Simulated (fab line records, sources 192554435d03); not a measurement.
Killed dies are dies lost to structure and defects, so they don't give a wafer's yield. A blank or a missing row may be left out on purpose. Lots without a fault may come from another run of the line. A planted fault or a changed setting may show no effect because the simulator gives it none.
fab line records | flow n5_finfet
record lots=5 wafers=14 last_day=18
route steps=1938 shown BEOL_M11@1566
lots that met no fault: from a run of the same line without faults
start_h: hours from the record's first day to the start of the lot's first wafer shown | wait_h: hours since the lot's step before | " the same as in the row above | L1.1+2: a row that stands for several wafers | - no value, or no start given | * or withheld: withheld | < > ~ a bound
route shown NAME@n: a module of which the file shows steps, and the number in the route of the first | usual: mean/standard deviation of fault-free wafers | same: alike in all rows | chamber/n: place in a boat | sites: the reading at each site | _std_site: their standard deviation | _edge_site: outer sites' mean less inner sites' | radius_mm: how far each site lies from the wafer's centre | mask NAME#n: copy n | behind: the tool/chamber that last shaped the wafer | hold: why the lot was held/for how many hours/how that ended | device: the transistor (n, p or np) that didn't switch | end of line: the same wafers' tests at the end of the route | a step without rows: its recipe alone | killed: dies lost to structure and defects at the first sort, not the wafer's yield | map: a wafer's dies, x killed, . not, _ none there
set.NAME: the setting as run; set.NAME@STEP: as run at that earlier step | model.NAME: the simulator's own value behind a step, which no gauge read
lots at some steps of the route; a table a step, a row a wafer
services: from which hour (start_h, from the record's first day; less than 0 if before it) a tool's chamber was out of use, for how many hours, and why
## steps
# step N5_BEOL_M11_PEB_26
# recipe peb_temp_c=withheld peb_time_s=60 resist=CAR-ArF
# step N5_BEOL_M11_DEVELOP_27
# recipe develop_time_s=30 developer=TMAH resist=CAR-ArF rinse_liquid=diw dry=air_spin dev_temp_c=23
# step N5_BEOL_M11_CD_MEAS_28
# recipe target_cd_nm=70 landing_energy_ev=500 detector=se_inlens polarity=opening
# usual cd_nm=69.7/1.3
# columns lot.wafer tool chamber start_h wait_h cd_nm
L421.1 cd_sem-02 0 231.91 - 68.7
L421.2 " 0 " " 68.7
L421.5 " 0 " " 68.2
L423.1 cd_sem-02 0 266.98 - 70.2
L423.5 " 0 " " 70.7
L423.6 " 0 " " 70.7
L439.2 cd_sem-03 0 369.54 - 69.1
L439.5 " 0 " " 71.2
L439.6 " 0 " " 69.3
L443.1 cd_sem-03 0 383.08 - 70.2
L443.2 " 0 " " 71.2
L443.3 " 0 " " 70.4
L444.1 cd_sem-01 0 386.78 - 71.5
L444.5 " 0 " " 69.8
# step N5_BEOL_M11_OVL_MEAS_29
# recipe points_per_wafer=44
# usual V10_OVL=-0.1/0.68
# columns lot.wafer tool chamber start_h wait_h V10_OVL[nm]
L421.1 overlay-02 0 231.94 0.0 -0.5
L421.2 " 0 " " 0.3
L421.5 " 0 " " 0.1
L423.1 overlay-02 0 267.01 0.0 -0.5
L423.5 " 0 " " -0.7
L423.6 " 0 " " -0.5
L439.2 overlay-01 0 369.57 0.0 -0.1
L439.5 " 0 " " 0.4
L439.6 " 0 " " -0.4
L443.1 overlay-01 0 383.11 0.0 -0.1
L443.2 " 0 " " 0.0
L443.3 " 0 " " -0.3
L444.1 overlay-01 0 386.81 0.0 -0.7
L444.5 " 0 " " -1.5
# step N5_BEOL_M11_INSPECT_30
# recipe mode=adi inspect_instrument=brightfield
# usual raw_defect_count=378/75
# columns lot.wafer tool chamber start_h wait_h raw_defect_count
L421.1 defect_inspect-02 - 231.96 0.0 390
L421.2 " - " " 435
L421.5 " - " " 561
L423.1 defect_inspect-02 - 267.03 0.0 318
L423.5 " - " " 335
L423.6 " - " " 414
L439.2 defect_inspect-01 - 369.59 0.0 310
L439.5 " - " " 443
L439.6 " - " " 293
L443.1 defect_inspect-02 - 383.13 0.0 468
L443.2 " - " " 405
L443.3 " - " " 426
L444.1 defect_inspect-02 - 386.83 0.0 340
L444.5 " - " " 291
# step N5_BEOL_M11_DESCUM_33
# recipe chemistry=O2 time_s=7.9 source_power_w=50 bias_power_w=20 pressure_mtorr=20 rf_frequency_hz=2.712e+07 temp_c=40 resist=CAR-ArF o2_flow_sccm=225
# usual drypump_motor_current_A=6.0/0.36 oes_product_au=0.80/0.093 rf_vpp_V=243.1/1.4 showerhead_plenum_p_Torr=2.08/0.066 temp_c=39.99/0.12 throttle_valve_pct=20.41/0.27
# columns lot.wafer tool chamber start_h wait_h drypump_motor_current_A oes_product_au rf_hours_counter_h rf_vpp_V showerhead_plenum_p_Torr temp_c throttle_valve_pct
L421.1 rie_diel-02 2 232.00 0.0 5.7 1.00 3 246.2 2.21 39.87 20.34
L421.2 " 0 " " 6.6 0.86 67 243.2 2.14 39.83 20.15
L421.5 " 3 " " 5.9 0.73 - 241.0 1.98 39.98 20.12
L423.1 rie_diel-01 0 267.07 0.0 6.2 0.90 32 243.3 2.09 39.87 19.89
L423.5 " 1 " " 6.0 0.87 - 242.2 2.05 39.94 20.60
L423.6 " 0 " " 6.2 0.91 - 243.2 2.09 39.98 19.89
L439.2 rie_diel-01 1 369.62 0.0 6.1 0.84 78 241.8 2.04 40.04 20.62
L439.5 " 1 " " 6.1 0.84 - 240.6 2.04 39.97 20.63
L439.6 " 0 " " 6.2 0.85 - 242.6 2.08 40.07 19.94
L443.1 rie_diel-03 0 383.16 0.0 5.2 0.73 177 242.8 2.10 40.11 20.54
L443.2 " 1 " " 5.8 0.83 75 241.7 2.02 39.97 20.26
L443.3 " 2 " " 6.5 0.88 22 242.6 2.07 39.93 20.39
L444.1 rie_diel-02 1 386.87 0.0 5.7 0.70 218 241.3 2.00 39.98 21.01
L444.5 " 3 " " 5.9 0.71 - 241.8 1.96 39.84 20.17
# step N5_BEOL_M11_ETCH_65
# recipe chemistry=CF4 target=SiARC target_depth_a=390 mask_material=CAR-ArF time_s=65 ion_energy_ev=80 pressure_mtorr=40 source_w=545 bias_w=36 Ar_flow_sccm=100 cf4_flow_sccm=100 ends=cleared
# usual drypump_motor_current_A=6.0/0.36 etch_rf_on_time_s=65.1/2.9 oes_product_au=0.68/0.084 rf_fwd_power_W=538/3.2 rf_vpp_V=184.0/1.2 showerhead_plenum_p_Torr=2.14/0.07 throttle_valve_pct=15.64/0.23
# columns lot.wafer tool chamber start_h wait_h drypump_motor_current_A etch_rf_on_time_s oes_product_au rf_fwd_power_W rf_hours_counter_h rf_vpp_V showerhead_plenum_p_Torr throttle_valve_pct
L421.1 rie_diel-02 2 232.03 0.0 5.7 58.1 0.89 537 3 186.2 2.29 15.64
L421.2 " 0 " " 6.7 63.7 0.74 538 67 184.6 2.18 15.28
L421.5 " 3 " " 5.8 67.1 0.61 536 - 182.8 2.05 15.51
L423.1 rie_diel-01 0 267.10 0.0 6.2 65.5 0.76 533 32 184.5 2.18 15.36
L423.5 " 1 " " 6.1 66.7 0.73 539 - 183.8 2.10 15.67
L423.6 " 0 " " 6.2 65.4 0.75 531 - 186.2 2.18 15.35
L439.2 rie_diel-01 1 369.66 0.0 6.1 66.3 0.71 539 78 182.6 2.09 15.74
L439.5 " 1 " " 6.1 66.2 0.72 540 - 184.2 2.09 15.74
L439.6 " 0 " " 6.2 65.7 0.72 533 - 185.6 2.17 15.41
L443.1 rie_diel-03 0 383.20 0.0 5.2 66.8 0.62 536 177 183.8 2.13 15.63
L443.2 " 1 " " 5.8 68.9 0.70 541 75 184.0 2.07 15.42
L443.3 " 2 " " 6.6 64.7 0.76 535 22 183.3 2.09 15.30
L444.1 rie_diel-02 1 386.90 0.0 5.7 66.5 0.59 541 218 182.5 2.04 16.14
L444.5 " 3 " " 5.8 67.1 0.59 538 - 182.6 2.03 15.58
# step N5_BEOL_M11_ETCH_66
# recipe chemistry=N2/H2 target=SOC target_depth_a=1200 overetch_a=240 mask_material=SiARC temp_c=40 time_s=180 ion_energy_ev=200 pressure_mtorr=30 source_w=840 bias_w=150 n2_flow_sccm=200 h2_flow_sccm=200
# usual drypump_motor_current_A=6.0/0.36 oes_product_au=0.64/0.071 rf_fwd_power_W=837/3.2 rf_vpp_V=523.6/2.6 showerhead_plenum_p_Torr=2.53/0.087 temp_c=40.00/0.11 throttle_valve_pct=17.78/0.24
# columns lot.wafer tool chamber start_h wait_h drypump_motor_current_A oes_product_au rf_fwd_power_W rf_hours_counter_h rf_vpp_V showerhead_plenum_p_Torr temp_c throttle_valve_pct
L421.1 rie_diel-02 2 232.08 0.0 5.7 0.80 835 3 528.4 2.72 40.03 17.85
L421.2 " 0 " " 6.7 0.69 839 67 524.7 2.58 40.09 17.33
L421.5 " 3 " " 5.8 0.59 832 - 520.7 2.42 39.75 17.75
L423.1 rie_diel-01 0 267.15 0.0 6.2 0.73 835 32 525.2 2.56 39.92 17.34
L423.5 " 1 " " 6.1 0.70 840 - 522.0 2.48 40.13 17.81
L423.6 " 0 " " 6.2 0.73 832 - 526.3 2.56 40.03 17.33
L439.2 rie_diel-01 1 369.71 0.0 6.0 0.68 834 78 522.0 2.47 40.09 17.86
L439.5 " 1 " " 6.1 0.67 838 - 521.5 2.47 40.18 17.86
L439.6 " 0 " " 6.2 0.68 833 - 525.6 2.55 39.95 17.38
L443.1 rie_diel-03 0 383.25 0.0 5.3 0.61 834 177 522.5 2.52 39.89 17.73
L443.2 " 1 " " 5.9 0.68 836 75 519.8 2.47 39.96 17.59
L443.3 " 2 " " 6.5 0.72 835 22 521.9 2.49 40.12 17.63
L444.1 rie_diel-02 1 386.95 0.0 5.7 0.56 841 218 521.0 2.39 40.13 18.14
L444.5 " 3 " " 5.9 0.57 835 - 518.7 2.41 39.81 17.82
# step N5_BEOL_M11_STRIP_69
# recipe chemistry=N2/H2 temp_c=40 n2_flow_sccm=200 h2_flow_sccm=200 rf_frequency_hz=6e+07
# step N5_BEOL_M11_VIA_ETCH_34
# recipe chemistry=C4F6/O2 target=SiCOH_lowk target_depth_a=1845 mask_material=SOC taper_deg=4 time_s=69.2 ion_energy_ev=250 pressure_mtorr=30 source_w=345 bias_w=185 Ar_flow_sccm=300 C4F6_flow_sccm=10 O2_flow_sccm=10
# step N5_BEOL_M11_STRIP_73
# recipe chemistry=C4F6/O2 resist=SiARC rf_frequency_hz=6e+07
# step N5_BEOL_M11_STRIP_36
# recipe chemistry=N2/H2 power_w=450 temp_c=40 pressure_mtorr=20 rf_frequency_hz=6e+07 overash_fraction=0.3 bias_power_w=7 h2_frac=0.5 n2_flow_sccm=200 h2_flow_sccm=200
# step N5_BEOL_M11_TRENCH_ETCH_37
# recipe chemistry=C4F6/O2 target_depth_a=1488.3 target=SiCOH_lowk time_s=48 ion_energy_ev=250 pressure_mtorr=30 source_w=345 bias_w=185 Ar_flow_sccm=300 C4F6_flow_sccm=10 O2_flow_sccm=10
# usual drypump_motor_current_A=6.0/0.36 oes_product_au=0.80/0.097 rf_fwd_power_W=341.1/1.9 rf_vpp_V=671/19 showerhead_plenum_p_Torr=2.83/0.091 throttle_valve_pct=20.89/0.24
# columns lot.wafer tool chamber start_h wait_h drypump_motor_current_A oes_product_au rf_fwd_power_W rf_hours_counter_h rf_vpp_V showerhead_plenum_p_Torr throttle_valve_pct model.BEOL_M11.feature_depth_nm model.etch.depth_nm
L421.1 rie_diel-02 2 232.31 - 5.7 1.03 340.2 3 683 3.01 20.91 160.6 160.7
L421.2 " 0 " " 6.7 0.85 340.0 68 651 2.89 20.57 150.2 150.2
L421.5 " 3 " " 5.8 0.72 341.1 - 706 2.70 20.62 145.2 145.1
L423.1 rie_diel-01 0 267.38 - 6.2 0.89 337.4 32 656 2.90 20.72 148.8 148.9
L423.5 " 1 " " 6.1 0.86 342.8 - 667 2.78 20.99 146.6 146.5
L423.6 " 0 " " 6.2 0.89 338.2 - 658 2.90 20.74 150 150.1
L439.2 rie_diel-01 1 369.93 - 6.0 0.83 340.9 78 666 2.76 21.04 145.8 145.8
L439.5 " 1 " " 6.1 0.82 341.5 - 666 2.76 21.03 144.8 144.9
L439.6 " 0 " " 6.2 0.89 421.5 - 590 2.89 20.78 161.4 161.4
L443.1 rie_diel-03 0 383.48 - 5.2 0.73 340.0 177 676 2.81 20.81 143.2 143.3
L443.2 " 1 " " 5.8 0.83 342.1 75 688 2.76 20.80 144.6 144.7
L443.3 " 2 " " 6.6 0.88 338.8 22 680 2.75 20.51 148 148
L444.1 rie_diel-02 1 387.18 - 5.7 0.67 343.6 218 646 2.71 21.48 143.6 143.7
L444.5 " 3 " " 5.8 0.70 338.3 - 705 2.68 20.70 146 146.1
# step N5_BEOL_M11_ETCH_41
# recipe chemistry=CH3F/O2 target=SiCN target_depth_a=426 taper_deg=2 time_s=86 ion_energy_ev=120 mask_material=TiN pressure_mtorr=30 source_w=395 bias_w=75 Ar_flow_sccm=150 CH3F_flow_sccm=30 O2_flow_sccm=20
# usual drypump_motor_current_A=6.0/0.36 oes_product_au=0.80/0.097 rf_fwd_power_W=392.1/1.6 rf_vpp_V=297.3/1.6 showerhead_plenum_p_Torr=1.99/0.067 throttle_valve_pct=16.30/0.23
# columns lot.wafer tool chamber start_h wait_h drypump_motor_current_A oes_product_au rf_fwd_power_W rf_hours_counter_h rf_vpp_V showerhead_plenum_p_Torr throttle_valve_pct
L421.1 rie_diel-02 2 - - 5.7 1.03 390.5 4 300.2 2.12 16.24
L421.2 " 0 " " 6.6 0.86 391.3 68 298.3 2.04 15.99
L421.5 " 3 " " 5.8 0.73 391.4 - 296.9 1.90 16.14
L423.1 rie_diel-01 0 - - 6.2 0.87 390.8 32 299.0 2.04 16.07
L423.5 " 1 " " 6.1 0.85 391.3 - 297.2 1.95 16.32
L423.6 " 0 " " 6.2 0.88 388.4 - 298.1 2.04 16.07
L439.2 rie_diel-01 1 - - 6.1 0.83 393.4 78 298.4 1.94 16.36
L439.5 " 1 " " 6.1 0.83 392.2 - 295.5 1.94 16.36
L439.6 " 0 " " 6.2 0.85 390.6 - 299.3 2.03 16.11
L443.1 rie_diel-03 0 - - 5.3 0.73 391.1 177 297.7 1.98 16.29
L443.2 " 1 " " 5.8 0.83 392.2 75 296.2 1.94 16.18
L443.3 " 2 " " 6.5 0.89 390.6 22 297.5 1.94 15.95
L444.1 rie_diel-02 1 - - 5.7 0.69 392.9 218 295.3 1.90 16.86
L444.5 " 3 " " 5.8 0.71 391.6 - 295.4 1.88 16.20
# step N5_BEOL_M11_STRIP_77
# recipe chemistry=N2/H2 time_s=10 power_w=450 temp_c=40 pressure_mtorr=20 rf_frequency_hz=6e+07 bias_power_w=7 n2_flow_sccm=200 h2_flow_sccm=200
# step N5_BEOL_M11_OCD_MEAS_38
# usual trench_depth_nm=148/5
# columns lot.wafer tool chamber start_h wait_h trench_depth_nm
L421.1 ocd-02 - 232.49 - 160
L421.2 " - " " 150
L421.5 " - " " 145
L423.1 ocd-01 - 267.56 - 149
L423.5 " - " " 146
L423.6 " - " " 150
L439.2 ocd-02 - 370.12 - 146
L439.5 " - " " 144
L439.6 " - " " 162
L443.1 ocd-01 - 383.66 - 143
L443.2 " - " " 145
L443.3 " - " " 148
L444.1 ocd-02 - 387.36 - 144
L444.5 " - " " 146
# step N5_BEOL_M11_HM_STRIP_39
# recipe chemistry=peroxide_tin_strip material=TiN target_depth_a=250 temp_c=50 time_s=158
# step N5_BEOL_M11_SRD_40
# recipe time_s=30 temp_c=23 rinse_liquid=diw dry=ipa_marangoni
# step N5_BEOL_M11_PRECLEAN_42
# recipe chemistry=residue_remover time_s=60 temp_c=40
# step N5_BEOL_M11_SRD_43
# recipe time_s=30 temp_c=23 rinse_liquid=diw dry=ipa_marangoni
# step N5_BEOL_M11_CD_MEAS_35
# recipe target_cd_nm=70 polarity=opening
# usual cd_nm=70.1/0.68
# columns lot.wafer tool chamber start_h wait_h cd_nm
L421.1 cd_sem-03 - 232.64 0.0 70.2
L421.2 " - " " 69.9
L421.5 " - " " 70.1
L423.1 cd_sem-03 - 267.71 0.0 70.2
L423.5 " - " " 70.8
L423.6 " - " " 70.9
L439.2 cd_sem-03 - 370.27 0.0 71.1
L439.5 " - " " 70.3
L439.6 " - " " 70.8
L443.1 cd_sem-02 - 383.81 0.0 69.0
L443.2 " - " " 69.6
L443.3 " - " " 70.7
L444.1 cd_sem-01 - 387.51 0.0 69.8
L444.5 " - " " 69.4
# step N5_BEOL_M11_CURE_72
# recipe temp_c=370 time_s=120 ambient=DMADMS/He material=SiCOH_lowk
# step N5_BEOL_M11_DEGAS_44
# recipe ambient=vacuum temp_c=250 time_s=60
# step N5_BEOL_M11_PRE_CLEAN_45
# recipe gas=H2/He time_s=30 temp_c=250
# step N5_BEOL_M11_ALD_74
# recipe material=TaN target_thk_a=20 temp_c=275 ald_precursor_family=PDMAT ald_co_reactant=NH3 pressure_torr=3 carrier_flow_sccm=1500 pulse_time_s=2 purge_time_s=3 co_reactant_purge_time_s=2 co_reactant_pulse_time_s=3 ald_cycles=40 precursor_vessel_temp_c=75 precursor_vessel_pressure_torr=26.25 precursor_vessel_carrier_sccm=1000
# step N5_BEOL_M11_SURFACE_TREAT_76
# recipe gas=Ar time_s=* ion_energy_ev=* ion_current_ma_cm2=0.5 pressure_mtorr=* ar_flow_sccm=30
# step N5_BEOL_M11_CVD_75
# recipe material=Co target_thk_a=20 temp_c=withheld precursor=CCTBA/H2 pressure_torr=30 time_s=138.9
# step N5_BEOL_M11_SPUTTER_48
# recipe material=Cu target_thk_a=120 temp_c=-20 bias_v=60 power_w=26000 chamber_pressure_pa=0.13 time_s=2
# usual chamber_pressure_pa=0.12999/0.00025 throttle_valve_pct=30.2/0.96
# columns lot.wafer tool chamber start_h wait_h chamber_pressure_pa throttle_valve_pct
L421.1 pvd_sputter-03 - 235.64 1.8 0.12991 29.0
L421.2 " - " " 0.13035 30.9
L421.5 " - " " 0.12985 31.5
L423.1 pvd_sputter-03 - 269.11 0.1 0.13004 30.6
L423.5 " - " " 0.13051 30.6
L423.6 " - " " 0.13022 29.3
L439.2 pvd_sputter-03 - 371.84 0.1 0.12964 29.6
L439.5 " - " " 0.12958 29.6
L439.6 " - " " 0.13048 29.3
L443.1 pvd_sputter-02 - 385.05 0.1 0.13009 31.9
L443.2 " - " " 0.13009 29.6
L443.3 " - " " 0.12971 30.0
L444.1 pvd_sputter-03 - 388.89 0.2 0.13054 31.4
L444.5 " - " " 0.13006 29.7
# step N5_BEOL_M11_ECD_50
# recipe material=Cu target_thk_a=3180
# step N5_BEOL_M11_ANNEAL_51
# recipe temp_c=225 time_s=90 ambient=N2
# step N5_BEOL_M11_CMP_52
# recipe stop_on=SiCOH_lowk t_overpolish_s=7 down_force_psi=1 platen_rpm=50 clearing_platen_down_force_psi=1.5 clearing_platen_rpm=50 post_cmp_clean=cu_alkaline target_thk_nm=140 clearing_platen_pad_velocity_m_s=0.99484 pad_velocity_m_s=0.99484
# usual barrier_field_endpoint_s=29.3/0.98 motor_current_A=5.9/0.56 overpolish_run_s=7.000/0.01 retaining_ring_pressure_frac=1.000/0.0046 time_to_endpoint_s=68/4.1
# columns lot.wafer tool chamber start_h wait_h barrier_field_endpoint_s motor_current_A overpolish_run_s retaining_ring_pressure_frac time_to_endpoint_s model.Cu_of_BEOL_M11_ECD_50.thk_nm
L421.1 cmp-04 1 236.29 0.3 28.0 5.0 6.982 0.993 65 150.4
L421.2 " 3 " " 29.8 6.0 6.998 0.996 68 142.4
L421.5 " 2 " " 28.2 5.4 7.005 1.005 66 135
L423.1 cmp-04 0 270.39 0.4 30.9 6.0 7.021 1.002 75 142.4
L423.5 " 3 " " 30.7 5.8 7.009 0.996 70 138.8
L423.6 " 0 " " 30.3 6.5 6.993 1.005 70 143.2
L439.2 cmp-02 3 372.44 0.3 28.8 6.3 7.011 0.998 66 137
L439.5 " 1 " " 28.4 5.8 6.991 1.007 66 138
L439.6 " 2 " " 29.1 6.2 7.010 1.004 67 152.8
L443.1 cmp-03 2 386.07 0.3 27.9 7.1 7.014 0.998 63 133.2
L443.2 " 3 " " 28.2 5.7 7.000 0.996 64 134.8
L443.3 " 0 " " 28.8 5.7 7.003 1.010 73 140.4
L444.1 cmp-02 1 389.89 0.3 28.4 5.9 6.999 1.001 66 136
L444.5 " 0 " " 29.8 6.0 7.001 1.001 67 138
# step N5_BEOL_M11_THK_MEAS_53
# recipe thk_meas_gauge=xrf reads=Cu_of_BEOL_M11_ECD_50
# usual M11_THK=139/5.4
# columns lot.wafer tool chamber start_h wait_h M11_THK[nm]
L421.1 film_metro-02 - 236.58 - 150
L421.2 " - " " 142
L421.5 " - " " 135
L423.1 film_metro-01 - 270.65 - 142
L423.5 " - " " 139
L423.6 " - " " 143
L439.2 film_metro-02 - 372.66 - 136
L439.5 " - " " 137
L439.6 " - " " 152
L443.1 film_metro-02 - 386.36 - 133
L443.2 " - " " 136
L443.3 " - " " 141
L444.1 film_metro-01 - 390.11 - 137
L444.5 " - " " 139
## services
# columns tool chamber start_h hours kind
rie_diel-01 3 254.41 9.7 repair
rie_diel-02 3 255.88 9.2 repair
cmp-03 - 265.10 2.1 repair
rie_diel-03 3 274.13 5.8 repair
rie_diel-01 3 275.10 4.1 repair
rie_diel-03 2 283.09 - clean
rie_diel-03 2 283.09 - consumable_replace:focus_ring
rie_diel-03 2 283.09 32.6 scheduled_down
rie_diel-03 2 283.09 32.6 vent_cycle
rie_diel-03 0 311.45 3.0 repair
cmp-02 - 320.10 1.7 repair
cmp-02 - 323.33 4.0 pm
cmp-02 - 332.21 2.9 repair
rie_diel-02 1 338.28 8.1 repair
rie_diel-03 3 340.36 - clean
rie_diel-03 3 340.36 - consumable_replace:esc
rie_diel-03 3 340.36 - consumable_replace:focus_ring
rie_diel-03 3 340.36 23.1 scheduled_down
rie_diel-03 3 340.36 23.1 vent_cycle
rie_diel-02 - 367.53 0.8 repair
cmp-04 - 374.61 1.0 repair
rie_diel-01 3 380.35 - clean
rie_diel-01 3 380.35 - consumable_replace:focus_ring
cmp-02 - 383.18 5.2 pm
## key
first_sign step=N5_BEOL_M11_TRENCH_ETCH_37 reading=rf_fwd_power_W direction=up sigmas=42 usual=* struck=*
effect step=N5_BEOL_M11_TRENCH_ETCH_37 reading=rf_vpp_V direction=down sigmas=4.2 usual=671 struck=590
model_effect step=N5_BEOL_M11_TRENCH_ETCH_37 value=BEOL_M11.feature_depth_nm without=148.4 struck=161.4
model_effect step=N5_BEOL_M11_CMP_52 value=Cu_of_BEOL_M11_ECD_50.thk_nm without=139.8 struck=152.8
met_at N5_BEOL_M11_TRENCH_ETCH_37
struck_wafers L439.6
baseline_loss step=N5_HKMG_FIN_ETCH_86 wafers=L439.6
onset_between 267.38 369.93
fault kind=process_parameter_drift tool=rie_diel-01 chamber=0 onset_h=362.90 steps=N5_BEOL_M11_TRENCH_ETCH_37 channel=source_w offset=82.8 shape=step end_h=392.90 acts_in=these_recipes_only stated=345
# baseline_loss: these wafers lose ten dies or more at that step, a loss of the line's own and not of a fault; the sort's usual values leave them out
